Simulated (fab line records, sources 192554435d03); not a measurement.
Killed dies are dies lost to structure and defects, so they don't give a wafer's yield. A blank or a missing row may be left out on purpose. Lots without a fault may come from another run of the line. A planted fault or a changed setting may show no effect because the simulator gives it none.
Split-lot experiment | flow n5_finfet | 7 lots, 39 wafers read, on a route of 1938 steps

THE SPLIT
At N5_DUMMY_GATE_EXPOSE_12 (exposes mask GATE, target cd 25 nm), the setting dose_mj was moved away from the recipe's 34 on 12 of the 39 wafers read, by -4.1% to +7.6%. The other wafers ran this setting at the recipe's value.

FROM THE SPLIT TO THE READING: what the file shows between them, 2 steps
- N5_DUMMY_GATE_PEB_13: peb time 60 s
- N5_DUMMY_GATE_DEVELOP_14: develop time 30 s

THE READING
cd_nm, in nm, at N5_DUMMY_GATE_CD_MEAS_15 (target cd 25.8 nm). Fault-free wafers of this fab line usually give 25.05 nm, standard deviation 0.26 nm.

wafer  | tool, chamber at the split | dose_mj as run | against the recipe | cd_nm, nm | against lot-mates on the recipe
L076.1 | euv_scanner-02, 0          | 34             | recipe             | 24.52     | -
L076.2 | euv_scanner-02, 0          | 32.62          | -4.1%              | 25.76     | +0.97
L076.3 | euv_scanner-02, 0          | 34             | recipe             | 24.74     | -
L076.4 | euv_scanner-02, 0          | 32.62          | -4.1%              | 25.93     | +1.14
L076.5 | euv_scanner-02, 0          | 32.62          | -4.1%              | 25.66     | +0.87
L076.6 | euv_scanner-02, 0          | 34             | recipe             | 25.10     | -
L080.1 | euv_scanner-02, 0          | 34             | recipe             | 24.75     | -
L080.2 | euv_scanner-02, 0          | 34             | recipe             | 24.87     | -
L080.3 | euv_scanner-02, 0          | 34             | recipe             | 24.76     | -
L080.4 | euv_scanner-02, 0          | 34             | recipe             | 24.88     | -
L080.5 | euv_scanner-02, 0          | 34             | recipe             | 24.76     | -
L080.6 | euv_scanner-02, 0          | 34             | recipe             | 24.67     | -
L083.1 | euv_scanner-02, 0          | 36.59          | +7.6%              | 23.30     | -1.65
L083.2 | euv_scanner-02, 0          | 36.59          | +7.6%              | 23.55     | -1.40
L083.3 | euv_scanner-02, 0          | 34             | recipe             | 24.92     | -
L083.4 | euv_scanner-02, 0          | 36.59          | +7.6%              | 23.89     | -1.06
L083.5 | euv_scanner-02, 0          | 34             | recipe             | 24.88     | -
L083.6 | euv_scanner-02, 0          | 34             | recipe             | 25.06     | -
L086.2 | euv_scanner-01, 0          | 34             | recipe             | 25.64     | -
L086.3 | euv_scanner-01, 0          | 34             | recipe             | 25.40     | -
L086.5 | euv_scanner-01, 0          | 34             | recipe             | 25.03     | -
L088.1 | euv_scanner-01, 0          | 34             | recipe             | 25.26     | -
L088.2 | euv_scanner-01, 0          | 34             | recipe             | 24.71     | -
L088.3 | euv_scanner-01, 0          | 34             | recipe             | 24.94     | -
L088.4 | euv_scanner-01, 0          | 34             | recipe             | 25.20     | -
L088.5 | euv_scanner-01, 0          | 34             | recipe             | 25.34     | -
L088.6 | euv_scanner-01, 0          | 34             | recipe             | 25.35     | -
L091.1 | euv_scanner-01, 0          | 34             | recipe             | 25.30     | -
L091.2 | euv_scanner-01, 0          | 32.61          | -4.1%              | 26.06     | +0.89
L091.3 | euv_scanner-01, 0          | 34             | recipe             | 25.42     | -
L091.4 | euv_scanner-01, 0          | 32.61          | -4.1%              | 25.42     | +0.25
L091.5 | euv_scanner-01, 0          | 32.61          | -4.1%              | 25.89     | +0.72
L091.6 | euv_scanner-01, 0          | 34             | recipe             | 24.79     | -
L097.1 | euv_scanner-01, 0          | 36.11          | +6.2%              | 23.94     | -1.32
L097.2 | euv_scanner-01, 0          | 34             | recipe             | 25.19     | -
L097.3 | euv_scanner-01, 0          | 34             | recipe             | 25.19     | -
L097.4 | euv_scanner-01, 0          | 36.11          | +6.2%              | 24.00     | -1.26
L097.5 | euv_scanner-01, 0          | 34             | recipe             | 25.40     | -
L097.6 | euv_scanner-01, 0          | 36.11          | +6.2%              | 23.60     | -1.66

THE FIT
A straight line over all 39 wafers: cd_nm changes by -0.189 nm for each +1% of dose_mj; r = -0.91; the points scatter about the line by 0.27 nm.
The same after taking each lot's own level away (the mean of its wafers on the recipe; 39 wafers): -0.199 nm for each +1%; r = -0.94; scatter 0.23 nm.
On that fit, the largest move of dose_mj shifts the reading by 1.5 nm.
The lots' own levels span 24.782 to 25.357 nm, that is 2.2 times the standard deviation above.
So the lot-to-lot level changes the slope little: the two slopes agree.
Check: with one of the wafers moved furthest among these (+7.6%) left out of the fit, the line predicts -1.49 nm for it against its lot-mates. It came out at -1.65 nm against them.

OTHER SPLITS ON THESE WAFERS
These wafers also went through other splits before the reading. Each is held against what the fit with the lots' levels taken away leaves over:
other split on the same wafers       | wafers away from the commonest value | r with cd_nm (lot level and that fit taken away)
N5_DUMMY_GATE_HM_DEP_06 target_thk_a | 33                                   | -0.11

THE FILE'S OWN FIT
cd_nm changes by -0.199 nm for each +1% of dose_mj, r = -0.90.
